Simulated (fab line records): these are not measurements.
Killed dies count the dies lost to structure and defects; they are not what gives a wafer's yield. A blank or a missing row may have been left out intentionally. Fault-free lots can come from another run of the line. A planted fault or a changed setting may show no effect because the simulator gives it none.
fab line records	flow n5-finfet
record lots=7	wafers=21
route steps=1938 shown WELL_APT@21 PMOS_HMC_CHANNEL_EPI@57 FIN_CUT@155 DUMMY_GATE@246 SD_EPI_P@295 HKMG_FIN@386
start-h: hours from the record's opening day to when the first of the lot's shown wafers began	wait-h: hours elapsed since this lot's preceding step	" repeats the value in the row above	L1.1+2: one row covering several wafers at once	- either no value or no given start	* or withheld: withheld	< > ~ a bound
route shown NAME@n: NAME is a module with steps in the file, n the number in the route of the first one	usual: mean/standard deviation taken from wafers without a fault	same: alike in all rows	chamber/n: place in a boat	sites: each site's reading	_std_site: how widely they spread, as a standard deviation	_edge_site: mean of outer sites minus mean of inner sites	radius-mm: for every site, how far away it sits from the centre of the wafer	mask NAME#n: copy n	behind: the last tool/chamber to shape the wafer	hold: cause of the lot's hold/its duration in hours/its outcome	device: the transistor (n, p or np) that didn't switch	end of line: tests run on the same wafers once the route is complete	a step without rows: its recipe alone	killed: the dies lost at the first sort to structure and to defects; this is not the yield of the wafer	map: the dies of a wafer, with x for killed, . for not killed, _ for no die there
set.NAME: the setting that was run; set.NAME@STEP: the one run at that earlier step	model.NAME: the simulator's own value behind a step, which no gauge read
lots run with intentionally changed settings; tables by step, rows by wafer
## steps
# step N5_WELL_APT_COAT_02
# recipe spin-rpm=1357	resist-thk-nm=950
lot.wafer	tool	chamber	start-h	wait-h	set.spin-rpm	model.coat_of_WELL_APT_COAT_02.thk-nm
L078.1	litho-track-03	0	-	-	1357	952.4
L078.5	"	0	"	"	1357	954.3
L078.6	"	0	"	"	1357	952.7
L084.4	litho-track-05	0	-	-	1357	951.6
L084.5	"	0	"	"	1467	914.2
L084.6	"	0	"	"	1467	915.4
L085.4	litho-track-01	0	-	-	1357	953.8
L085.5	"	0	"	"	1357	951.7
L085.6	"	0	"	"	1481	908.7
L087.3	litho-track-03	0	-	-	1357	949.5
L087.5	"	0	"	"	1357	946.3
L087.6	"	0	"	"	1357	949.4
L089.1	litho-track-03	0	-	-	1357	945.5
L089.2	"	0	"	"	1271	977.1
L089.4	"	0	"	"	1271	978.1
L094.1	litho-track-03	0	-	-	1357	949.9
L094.4	"	0	"	"	1357	950.4
L094.5	"	0	"	"	1357	946.9
L097.1	litho-track-05	0	-	-	1357	956
L097.2	"	0	"	"	1357	953.2
L097.6	"	0	"	"	1357	954.6
# step N5_PMOS_HMC_CHANNEL_EPI_HM_DEP_34
# recipe material=SiO2	target-thk-a=360	temp-c=400	precursor=TEOS/O2	pressure-torr=6.5	rf-w=900	teos-flow-sccm=161.4	gas=O2	flow-sccm=2650	time-s=6.9
lot.wafer	tool	chamber	start-h	wait-h	set.time-s	model.SiO2_of_PMOS_HMC_CHANNEL_EPI_HM_DEP_34.thk-nm
L078.1	pecvd-01	0	41.27	0.0	6.9	35.38
L078.5	"	1	"	"	6.9	36.39
L078.6	"	2	"	"	6.9	35.23
L084.4	pecvd-03	2	76.87	0.0	6.9	36.41
L084.5	"	0	"	"	5.96	31.69
L084.6	"	1	"	"	5.96	31.06
L085.4	pecvd-03	1	82.70	0.0	6.9	35.96
L085.5	"	0	"	"	7.21	37.77
L085.6	"	2	"	"	6.9	36.46
L087.3	pecvd-03	2	95.04	0.0	6.194	32.26
L087.5	"	2	"	"	6.9	36.12
L087.6	"	0	"	"	6.9	36.57
L089.1	pecvd-01	0	107.70	0.0	6.9	35.76
L089.2	"	2	"	"	7.721	40.24
L089.4	"	2	"	"	6.9	36.46
L094.1	pecvd-02	2	136.59	0.0	6.9	36.01
L094.4	"	2	"	"	5.873	31.04
L094.5	"	0	"	"	5.873	31.41
L097.1	pecvd-03	2	155.58	0.0	6.9	34.85
L097.2	"	0	"	"	7.654	38.66
L097.6	"	2	"	"	7.654	38.6
# step N5_PMOS_HMC_CHANNEL_EPI_PEB_07
# recipe peb-temp-c=110	peb-time-s=60	resist=CAR-ArF-block
lot.wafer	tool	chamber	start-h	wait-h	set.peb-time-s
L078.1+5+6	litho-track-04	0	41.48	0.1	60
L084.4+5+6	litho-track-02	0	77.19	0.0	60
L085.4	litho-track-04	0	83.03	0.0	60
L085.5+6	"	0	"	"	53.25
L087.3+6	litho-track-04	0	95.38	0.0	71.82
L087.5	"	0	"	"	60
L089.1+2	litho-track-02	0	108.03	0.1	67.85
L089.4	"	0	"	"	60
L094.1+4	litho-track-05	0	136.93	0.1	64.79
L094.5	"	0	"	"	60
L097.1+6	litho-track-02	0	155.80	0.1	51.39
L097.2	"	0	"	"	60
# step N5_PMOS_HMC_CHANNEL_EPI_DEVELOP_08
# recipe develop-time-s=30	developer=TMAH	resist=CAR-ArF-block	dev-temp-c=23	rinse-liquid=diw	dry=air-spin
# step N5_PMOS_HMC_CHANNEL_EPI_CD_MEAS_09
# recipe target-cd-nm=237.4	landing-energy-ev=500	detector=se-inlens
# usual cd-nm=236.8/1.4
lot.wafer	tool	chamber	start-h	wait-h	set.peb-time-s@PMOS_HMC_CHANNEL_EPI_PEB_07	cd-nm
L078.1	cd-sem-01	0	41.55	-	60	238.8
L078.5	"	0	"	"	60	237.9
L078.6	"	0	"	"	60	237.9
L084.4	cd-sem-01	0	77.26	-	60	237.4
L084.5	"	0	"	"	60	237.1
L084.6	"	0	"	"	60	237.0
L085.4	cd-sem-03	0	83.10	-	60	238.4
L085.5	"	0	"	"	53.25	232.5
L085.6	"	0	"	"	53.25	231.0
L087.3	cd-sem-02	0	95.45	-	71.82	243.8
L087.5	"	0	"	"	60	237.6
L087.6	"	0	"	"	71.82	245.1
L089.1	cd-sem-03	0	108.10	-	67.85	241.7
L089.2	"	0	"	"	67.85	240.8
L089.4	"	0	"	"	60	237.5
L094.1	cd-sem-01	0	136.99	-	64.79	240.0
L094.4	"	0	"	"	64.79	239.6
L094.5	"	0	"	"	60	238.6
L097.1	cd-sem-01	0	155.87	-	51.39	230.1
L097.2	"	0	"	"	60	235.5
L097.6	"	0	"	"	51.39	229.9
# step N5_PMOS_HMC_CHANNEL_EPI_DESCUM_14
# recipe chemistry=O2	time-s=7.9	source-power-w=50	bias-power-w=20	pressure-mtorr=20	rf-frequency-hz=2.712e+07	temp-c=40	resist=CAR-ArF-block	o2-flow-sccm=225
lot.wafer	tool	chamber	start-h	wait-h	set.peb-time-s@PMOS_HMC_CHANNEL_EPI_PEB_07	model.PMOS_HMC_CHANNEL_EPI.cd-nm
L078.1	rie-diel-02	3	42.14	0.5	60	238.7
L078.5	"	0	"	"	60	237.7
L078.6	"	2	"	"	60	238.1
L084.4+5	rie-diel-05	2,3	77.36	0.0	60	237.5
L084.6	"	1	"	"	60	237
L085.4	rie-diel-02	2	83.18	0.0	60	238.3
L085.5	"	1	"	"	53.25	232.4
L085.6	"	2	"	"	53.25	231
L087.3	rie-diel-02	2	95.88	0.4	71.82	243.6
L087.5	"	0	"	"	60	237.6
L087.6	"	1	"	"	71.82	244.6
L089.1	rie-diel-02	2	108.28	0.1	67.85	241.8
L089.2	"	1	"	"	67.85	240.5
L089.4	"	0	"	"	60	237.3
L094.1	rie-diel-05	1	137.26	0.2	64.79	239.9
L094.4	"	2	"	"	64.79	239.3
L094.5	"	0	"	"	60	238.3
L097.1+6	rie-diel-06	1	155.96	0.0	51.39	230.1
L097.2	"	2	"	"	60	235.2
# step N5_PMOS_HMC_CHANNEL_EPI_ETCH_32
# recipe chemistry=N2/H2	target=BARC	stop-on=SiO2	target-depth-a=858	over-etch-frac=0.3	time-s=50.3	ion-energy-ev=200	mask-material=CAR-ArF-block	pressure-mtorr=30	source-w=840	bias-w=150	n2-flow-sccm=200	h2-flow-sccm=200
lot.wafer	tool	chamber	start-h	wait-h	set.peb-time-s@PMOS_HMC_CHANNEL_EPI_PEB_07	model.PMOS_HMC_CHANNEL_EPI.cd-nm
L078.1	rie-diel-02	3	42.17	0.0	60	240.6
L078.5	"	0	"	"	60	239.2
L078.6	"	2	"	"	60	240.9
L084.4	rie-diel-05	2	77.40	0.0	60	240.4
L084.5	"	3	"	"	60	239.2
L084.6	"	1	"	"	60	241.1
L085.4	rie-diel-02	2	83.22	0.0	60	241.9
L085.5	"	1	"	"	53.25	236.7
L085.6	"	2	"	"	53.25	234.5
L087.3	rie-diel-02	2	95.91	0.0	71.82	247.3
L087.5	"	0	"	"	60	241
L087.6	"	1	"	"	71.82	249.2
L089.1	rie-diel-02	2	108.32	0.0	67.85	245
L089.2	"	1	"	"	67.85	244.6
L089.4	"	0	"	"	60	240.2
L094.1	rie-diel-05	1	137.30	0.0	64.79	243.2
L094.4	"	2	"	"	64.79	241.7
L094.5	"	0	"	"	60	241.2
L097.1	rie-diel-06	1	156.00	0.0	51.39	232.3
L097.2	"	2	"	"	60	239.5
L097.6	"	1	"	"	51.39	232.1
# step N5_PMOS_HMC_CHANNEL_EPI_HM_OPEN_15
# recipe chemistry=CHF3/O2	target=SiO2	mask-material=CAR-ArF-block	target-depth-a=406	CHF3_flow_sccm=50	O2_flow_sccm=5	Ar_flow_sccm=200	time-s=20.3	pressure-mtorr=30	source-w=650	bias-w=170	ion-energy-ev=200
lot.wafer	tool	chamber	start-h	wait-h	set.peb-time-s@PMOS_HMC_CHANNEL_EPI_PEB_07	model.PMOS_HMC_CHANNEL_EPI.cd-nm
L078.1	rie-diel-02	3	42.21	0.0	60	240.7
L078.5	"	0	"	"	60	239.3
L078.6	"	2	"	"	60	241
L084.4	rie-diel-05	2	77.45	0.0	60	240.5
L084.5	"	3	"	"	60	239.3
L084.6	"	1	"	"	60	241.2
L085.4	rie-diel-02	2	83.26	0.0	60	242
L085.5	"	1	"	"	53.25	236.7
L085.6	"	2	"	"	53.25	234.6
L087.3	rie-diel-02	2	95.96	0.0	71.82	247.3
L087.5	"	0	"	"	60	241
L087.6	"	1	"	"	71.82	249.2
L089.1	rie-diel-02	2	108.36	0.0	67.85	245.1
L089.2	"	1	"	"	67.85	244.5
L089.4	"	0	"	"	60	240.3
L094.1	rie-diel-05	1	137.34	0.0	64.79	243.2
L094.4	"	2	"	"	64.79	241.9
L094.5	"	0	"	"	60	241.4
L097.1	rie-diel-06	1	156.04	0.0	51.39	232.3
L097.2	"	2	"	"	60	239.4
L097.6	"	1	"	"	51.39	232.2
# step N5_FIN_CUT_COAT_19
# recipe resist=SiARC	temp-c=220	time-s=60	spin-rpm=1500	resist-thk-nm=20
lot.wafer	tool	chamber	start-h	wait-h	set.spin-rpm
L078.1+5+6	litho-track-03	0	-	-	1500
L084.4+5	litho-track-02	0	-	-	1500
L084.6	"	0	"	"	1455
L085.4+5+6	litho-track-03	0	-	-	1500
L087.3+5+6	litho-track-03	0	-	-	1500
L089.1+4	litho-track-02	0	-	-	1500
L089.2	"	0	"	"	1631
L094.1+4+5	litho-track-03	0	-	-	1500
L097.1+2+6	litho-track-05	0	-	-	1500
# step N5_FIN_CUT_COAT_29
# recipe resist=underlayer	temp-c=205	time-s=60	spin-rpm=1500	resist-thk-nm=10
# step N5_FIN_CUT_COAT_02
# recipe resist=CAR-EUV	spin-rpm=1500	resist-thk-nm=30
# step N5_FIN_CUT_DESCUM_13
# recipe chemistry=O2	time-s=7	source-power-w=50	bias-power-w=20	pressure-mtorr=20	rf-frequency-hz=2.712e+07	temp-c=40	resist=CAR-EUV	o2-flow-sccm=225
# step N5_FIN_CUT_ETCH_30
# recipe chemistry=N2/H2	target=underlayer	target-depth-a=130	mask-material=CAR-EUV	time-s=10.4	ion-energy-ev=200	pressure-mtorr=30	source-w=840	bias-w=150	n2-flow-sccm=200	h2-flow-sccm=200	ends=cleared
# step N5_FIN_CUT_ETCH_20
# recipe chemistry=CF4	target=SiARC	target-depth-a=260	mask-material=CAR-EUV	time-s=43.3	ion-energy-ev=80	pressure-mtorr=40	source-w=545	bias-w=36	Ar_flow_sccm=100	cf4-flow-sccm=100	ends=cleared
lot.wafer	tool	chamber	start-h	wait-h	set.spin-rpm@FIN_CUT_COAT_19	model.etch.depth-nm
L078.1	rie-diel-06	0	52.11	0.0	1500	20
L078.5	"	3	"	"	1500	19.96
L078.6	"	0	"	"	1500	19.99
L084.4	rie-diel-02	1	86.55	0.0	1500	19.96
L084.5	"	0	"	"	1500	19.94
L084.6	"	3	"	"	1455	20.26
L085.4	rie-diel-02	2	94.22	0.0	1500	19.95
L085.5	"	0	"	"	1500	19.96
L085.6	"	1	"	"	1500	19.94
L087.3	rie-diel-05	3	104.89	0.0	1500	19.95
L087.5	"	0	"	"	1500	19.94
L087.6	"	1	"	"	1500	19.97
L089.1	rie-diel-02	1	118.49	0.0	1500	19.85
L089.2	"	0	"	"	1631	19.06
L089.4	"	2	"	"	1500	19.93
L094.1	rie-diel-05	1	147.89	0.0	1500	19.99
L094.4	"	0	"	"	1500	19.93
L094.5	"	2	"	"	1500	19.91
L097.1+2	rie-diel-06	1,2	166.01	0.0	1500	19.86
L097.6	"	2	"	"	1500	19.83
# step N5_DUMMY_GATE_ETCH_32
# recipe chemistry=CF4	target=SiO2	target-depth-a=35	time-s=3.9	ion-energy-ev=350	pressure-mtorr=10	icp-w=800	bias-w=400	cf4-flow-sccm=80
lot.wafer	tool	chamber	start-h	wait-h	set.time-s	model.etch.depth-nm
L078.1	rie-si-03	3	71.50	0.1	3.9	3.395
L078.5	"	2	"	"	3.9	3.629
L078.6	"	1	"	"	3.9	3.247
L084.4	rie-si-06	2	108.92	0.1	4.429	4
L084.5	"	0	"	"	3.9	3.264
L084.6	"	1	"	"	3.9	3.414
L085.4	rie-si-04	1	114.77	0.1	4.352	4.062
L085.5	"	3	"	"	4.352	3.996
L085.6	"	0	"	"	3.9	3.591
L087.3	rie-si-03	2	125.36	0.1	3.9	3.614
L087.5	"	0	"	"	3.9	3.6
L087.6	"	3	"	"	3.9	3.416
L089.1	rie-si-04	0	137.78	0.1	3.9	3.581
L089.2	"	3	"	"	3.9	3.604
L089.4	"	2	"	"	3.412	3.037
L094.1	rie-si-04	2	167.89	0.1	3.9	3.43
L094.4	"	1	"	"	3.9	3.628
L094.5	"	3	"	"	3.9	3.562
L097.1	rie-si-06	0	185.88	0.1	3.9	3.343
L097.2	"	1	"	"	4.528	4.018
L097.6	"	3	"	"	4.528	4.135
# step N5_SD_EPI_P_COAT_34
# recipe resist=SOC	temp-c=250	time-s=60	spin-rpm=1500	resist-thk-nm=350
lot.wafer	tool	chamber	start-h	wait-h	set.spin-rpm	model.SOC_of_SD_EPI_P_COAT_34.thk-nm
L078.1	litho-track-02	0	77.99	0.0	1500	350
L078.5	"	0	"	"	1500	350.6
L078.6	"	0	"	"	1500	351.6
L084.4	litho-track-02	0	117.00	0.0	1500	347.8
L084.5	"	0	"	"	1500	348.4
L084.6	"	0	"	"	1500	349.4
L085.4	litho-track-04	0	122.17	0.0	1650	332.4
L085.5	"	0	"	"	1500	348.6
L085.6	"	0	"	"	1650	332.2
L087.3	litho-track-04	0	132.24	0.0	1500	349.4
L087.5	"	0	"	"	1500	349.2
L087.6	"	0	"	"	1560	343.2
L089.1	litho-track-04	0	144.54	0.0	1666	331.6
L089.2	"	0	"	"	1500	350.4
L089.4	"	0	"	"	1500	348
L094.1	litho-track-05	0	174.32	0.0	1500	350.6
L094.4	"	0	"	"	1347	369.4
L094.5	"	0	"	"	1347	369.8
L097.1	litho-track-04	0	191.94	0.0	1500	349.2
L097.2	"	0	"	"	1500	350.2
L097.6	"	0	"	"	1345	369
# step N5_HKMG_FIN_HK_ALD_01
# recipe material=HfO2	target-thk-a=16	temp-c=withheld	ald-precursor-family=HfCl4	ald-co-reactant=H2O	pulse-time-s=3	purge-time-s=3	co-reactant-purge-time-s=2.5	co-reactant-pulse-time-s=0.3	ald-cycles=30
lot.wafer	tool	chamber	start-h	wait-h	set.ald-cycles
L078.1+5+6	ald-hk-03	1,1,2	94.74	0.0	30
L084.4+6	ald-hk-03	1,0	134.42	0.0	25
L084.5	"	1	"	"	30
L085.4+5+6	ald-hk-03	3,3,0	139.88	0.0	30
L087.3+5	ald-hk-01	3,1	150.22	0.2	30
L087.6	"	0	"	"	32
L089.1+2+4	ald-hk-03	2,0,1	162.50	0.0	30
L094.1+5	ald-hk-01	2,0	194.39	0.0	27
L094.4	"	1	"	"	30
L097.1+2	ald-hk-01	3,0	209.20	0.0	30
L097.6	"	1	"	"	26
# step N5_HKMG_FIN_HK_ANNEAL_02
# recipe temp-c=700	time-s=30	ambient=N2	idle-temp-c=600	ramp-up-c-per-s=150	ramp-down-c-per-s=60	cool-to-c=600
# step N5_HKMG_FIN_ALD_74
# recipe material=La2O3	target-thk-a=5	temp-c=250	ald-precursor-family=La-Cp	ald-co-reactant=O3	pulse-time-s=6	co-reactant-pulse-time-s=1	purge-time-s=3	co-reactant-purge-time-s=3
# step N5_HKMG_FIN_WET_ETCH_82
# recipe chemistry=dHCl	mix=1:10000	temp-c=25	target=La2O3	stop-on=HfO2	target-depth-nm=2	dry=ipa-marangoni	rinse-time-s=30	rinse-temp-c=23
# step N5_HKMG_FIN_ALD_36
# recipe material=TiN	target-thk-a=10	temp-c=400	ald-precursor-family=TiCl4	ald-co-reactant=NH3	pulse-time-s=1	purge-time-s=3	co-reactant-purge-time-s=2	co-reactant-pulse-time-s=2	ald-cycles=47	pressure-torr=3
# step N5_HKMG_FIN_THK_MEAS_70
# recipe thk-meas-gauge=xrf	reads=HfO2_of_HKMG_FIN_HK_ALD_01
# usual HK_THK=1.599/0.022
lot.wafer	tool	chamber	start-h	wait-h	set.ald-cycles@HKMG_FIN_HK_ALD_01	HK_THK[nm]
L078.1	film-metro-02	-	98.05	0.2	30	1.610
L078.5	"	-	"	"	30	1.581
L078.6	"	-	"	"	30	1.602
L084.4	film-metro-02	-	137.92	0.0	25	1.328
L084.5	"	-	"	"	30	1.561
L084.6	"	-	"	"	25	1.367
L085.4	film-metro-01	-	143.82	0.2	30	1.572
L085.5	"	-	"	"	30	1.577
L085.6	"	-	"	"	30	1.604
L087.3	film-metro-01	-	154.89	0.2	30	1.583
L087.5	"	-	"	"	30	1.607
L087.6	"	-	"	"	32	1.733
L089.1	film-metro-02	-	166.31	0.2	30	1.634
L089.2	"	-	"	"	30	1.598
L089.4	"	-	"	"	30	1.613
L094.1	film-metro-02	-	198.26	0.2	27	1.442
L094.4	"	-	"	"	30	1.580
L094.5	"	-	"	"	27	1.442
L097.1	film-metro-02	-	213.27	0.2	30	1.589
L097.2	"	-	"	"	30	1.608
L097.6	"	-	"	"	26	1.387
# step N5_HKMG_FIN_COAT_06
# recipe resist=CAR-ArF	spin-rpm=1500	resist-thk-nm=90
lot.wafer	tool	chamber	start-h	wait-h	set.spin-rpm	model.CAR-ArF_of_HKMG_FIN_COAT_06.thk-nm
L078.1+5+6	litho-track-02	0	-	-	1500	89.8
L084.4+5	litho-track-02	0	-	-	1500	90
L084.6	"	0	"	"	1500	89.8
L085.4	litho-track-05	0	-	-	1597	87.4
L085.5	"	0	"	"	1500	89.8
L085.6	"	0	"	"	1500	90.2
L087.3	litho-track-05	0	-	-	1351	94.8
L087.5	"	0	"	"	1500	89.8
L087.6	"	0	"	"	1500	90.2
L089.1+2	litho-track-02	0	-	-	1613	87.2
L089.4	"	0	"	"	1500	90.6
L094.1+4+5	litho-track-02	0	-	-	1500	89.8
L097.1	litho-track-05	0	-	-	1334	95.4
L097.2	"	0	"	"	1500	89.6
L097.6	"	0	"	"	1334	95.2
## key
split step=N5_WELL_APT_COAT_02	setting=spin-rpm	stated=1357	by=wafer
response step=N5_WELL_APT_COAT_02	reading=model.coat_of_WELL_APT_COAT_02.thk-nm	change=-4.78	per=1%	r=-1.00
split step=N5_PMOS_HMC_CHANNEL_EPI_HM_DEP_34	setting=time-s	stated=6.9	by=wafer
response step=N5_PMOS_HMC_CHANNEL_EPI_HM_DEP_34	reading=model.SiO2_of_PMOS_HMC_CHANNEL_EPI_HM_DEP_34.thk-nm	change=+0.352	per=1%	r=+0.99
split step=N5_PMOS_HMC_CHANNEL_EPI_PEB_07	setting=peb-time-s	stated=60	by=wafer
response step=N5_PMOS_HMC_CHANNEL_EPI_CD_MEAS_09	reading=cd-nm	change=+0.363	per=1%	r=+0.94
response step=N5_PMOS_HMC_CHANNEL_EPI_DESCUM_14	reading=model.PMOS_HMC_CHANNEL_EPI.cd-nm	change=+0.355	per=1%	r=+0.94
response step=N5_PMOS_HMC_CHANNEL_EPI_ETCH_32	reading=model.PMOS_HMC_CHANNEL_EPI.cd-nm	change=+0.406	per=1%	r=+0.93
response step=N5_PMOS_HMC_CHANNEL_EPI_HM_OPEN_15	reading=model.PMOS_HMC_CHANNEL_EPI.cd-nm	change=+0.402	per=1%	r=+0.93
split step=N5_FIN_CUT_COAT_19	setting=spin-rpm	stated=1500	by=wafer
response step=N5_FIN_CUT_ETCH_20	reading=model.etch.depth-nm	change=-0.0962	per=1%	r=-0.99
split step=N5_DUMMY_GATE_ETCH_32	setting=time-s	stated=3.9	by=wafer
response step=N5_DUMMY_GATE_ETCH_32	reading=model.etch.depth-nm	change=+0.0447	per=1%	r=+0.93
split step=N5_SD_EPI_P_COAT_34	setting=spin-rpm	stated=1500	by=wafer
response step=N5_SD_EPI_P_COAT_34	reading=model.SOC_of_SD_EPI_P_COAT_34.thk-nm	change=-1.73	per=1%	r=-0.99
split step=N5_HKMG_FIN_HK_ALD_01	setting=ald-cycles	stated=30	by=wafer
response step=N5_HKMG_FIN_THK_MEAS_70	reading=HK_THK	change=+0.0145	per=1%	r=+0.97
split step=N5_HKMG_FIN_COAT_06	setting=spin-rpm	stated=1500	by=wafer
response step=N5_HKMG_FIN_COAT_06	reading=model.CAR-ArF_of_HKMG_FIN_COAT_06.thk-nm	change=-0.479	per=1%	r=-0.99
